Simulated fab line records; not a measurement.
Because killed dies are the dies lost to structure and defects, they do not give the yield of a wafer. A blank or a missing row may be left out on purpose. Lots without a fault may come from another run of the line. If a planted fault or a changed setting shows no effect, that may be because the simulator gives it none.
3 desks looking at one fault || flow n5Finfet || only its own numbers are on each desk; what lay behind them is given at the end

## THE DEFECT DESK
Lot by lot, what the route's inspections counted, given as the mean of those sampled wafers with a number. The brackets show how far a lot's mean lies from the usual mean; more than 4 standard deviations puts the lot out of limits, marked OUT.
Columns: A = rawDefectCount at N5_BEOL_M2_INSPECT_13, usual 381; B = rawDefectCount at N5_BEOL_M2_INSPECT_30, usual 373
{"lot": "L942", "first seen here": "day 6 18:14", "A": 398, "B": 390}
{"lot": "L943", "first seen here": "day 7 02:22", "A": 372, "B": 373}
{"lot": "L945", "first seen here": "day 7 20:13", "A": 526, "B": 533}
{"lot": "L946", "first seen here": "day 8 01:34", "A": 274, "B": 336}
{"lot": "L948", "first seen here": "day 8 02:10", "A": 478, "B": 388}
{"lot": "L953", "first seen here": "day 9 08:48", "A": 320, "B": 315}
{"lot": "L957", "first seen here": "day 10 12:25", "A": 563, "B": 569}
{"lot": "L963", "first seen here": "day 11 22:14", "A": 379, "B": 458}
{"lot": "L964", "first seen here": "day 12 03:43", "A": 374, "B": 375}
Result from this desk: across the 9 lots, nothing is out of limits.

## FROM THE METROLOGY DESK
Lot by lot, what the gauges showed, no matter which tool ran the lot: averages of those sampled wafers that carry a number. The brackets show how far a lot's mean lies from the usual mean; more than 4 standard deviations puts the lot out of limits, marked OUT. Shown here are 7 of its 12 readings, the ones lying furthest out on some lot.
Columns: A = M1_RS at N5_BEOL_M1_RS_MEAS_58, usual 0.66 ohm/sq; B = M2_ILD_THK at N5_BEOL_M2_THK_MEAS_01, usual 78.6 nm; C = DIBL_N at N5_BEOL_M4_RC_MEAS_101, usual 35.9 mV/V; D = IOFF_P at N5_BEOL_M4_RC_MEAS_101, usual 0.21 nA/um; E = ION_P at N5_BEOL_M4_RC_MEAS_101, usual 461 uA/um; F = SS_N at N5_BEOL_M4_RC_MEAS_101, usual 71.4 mV/dec; G = VT_P at N5_BEOL_M4_RC_MEAS_101, usual -250 mV
{"lot": "L942", "first seen here": "day 6 15:52", "A": 0.69, "B": 79.4, "C": 34.8, "D": 0.24, "E": 475, "F": 71.2, "G": -244}
{"lot": "L943", "first seen here": "day 7 00:52", "A": 0.67, "B": 78.2, "C": 36.5, "D": 0.23, "E": 462, "F": 72.2, "G": -246}
{"lot": "L945", "first seen here": "day 7 19:17", "A": 0.66, "B": 79.0, "C": 37.0, "D": 0.24, "E": 460, "F": 71.6, "G": -247}
{"lot": "L946", "first seen here": "day 7 22:50", "A": 0.70, "B": 77.4, "C": 35.5, "D": 0.21, "E": 461, "F": 71.8, "G": -252}
{"lot": "L948", "first seen here": "day 8 00:53", "A": 0.67, "B": 78.3, "C": 36.1, "D": 0.23, "E": 465, "F": 71.3, "G": -249}
{"lot": "L953", "first seen here": "day 9 07:12", "A": 0.66, "B": 80.4, "C": 35.0, "D": 0.18, "E": 452, "F": 70.9, "G": -256}
{"lot": "L957", "first seen here": "day 10 09:56", "A": 0.66, "B": 79.4, "C": 34.6, "D": 0.16, "E": 455, "F": 71.0, "G": -254}
{"lot": "L963", "first seen here": "day 11 18:02", "A": 0.65, "B": 78.4, "C": 37.7, "D": 0.23, "E": 465, "F": 71.5, "G": -250}
{"lot": "L964", "first seen here": "day 12 02:06", "A": 0.69, "B": 78.8, "C": 35.3, "D": 0.21, "E": 458, "F": 71.6, "G": -250}
Result from this desk: across the 9 lots, nothing is out of limits.

## DESK OF THE TOOL OWNER: pvdSputter-03
The tool's own readings at N5_BEOL_M2_HM_DEP_02 (deposits TiN, target thk 20 nm): means of the sampled wafers that have a number, for each lot that ran on this tool. The brackets show how far a lot's mean lies from the usual mean; more than 4 standard deviations puts the lot out of limits, marked OUT.
Columns: A = throttleValvePct at N5_BEOL_M2_HM_DEP_02, usual 29.8 %
{"lot": "L943", "first seen here": "day 7 01:44", "A": 31.1}
{"lot": "L945", "first seen here": "day 7 19:43", "A": 29.2}
{"lot": "L946", "first seen here": "day 8 01:05", "A": 30.4}
{"lot": "L948", "first seen here": "day 8 01:41", "A": 29.2}
{"lot": "L957", "first seen here": "day 10 11:48", "A": 28.1}
Result from this desk: across the 5 lots, nothing is out of limits.

## PUT TOGETHER
No out-of-limits result turned up at the defect desk.
Metrology desk: nothing out of limits seen.
Nothing out of limits was seen by the tool owner's desk.

## WHAT HAD BEEN PUT IN BY THE SIMULATOR
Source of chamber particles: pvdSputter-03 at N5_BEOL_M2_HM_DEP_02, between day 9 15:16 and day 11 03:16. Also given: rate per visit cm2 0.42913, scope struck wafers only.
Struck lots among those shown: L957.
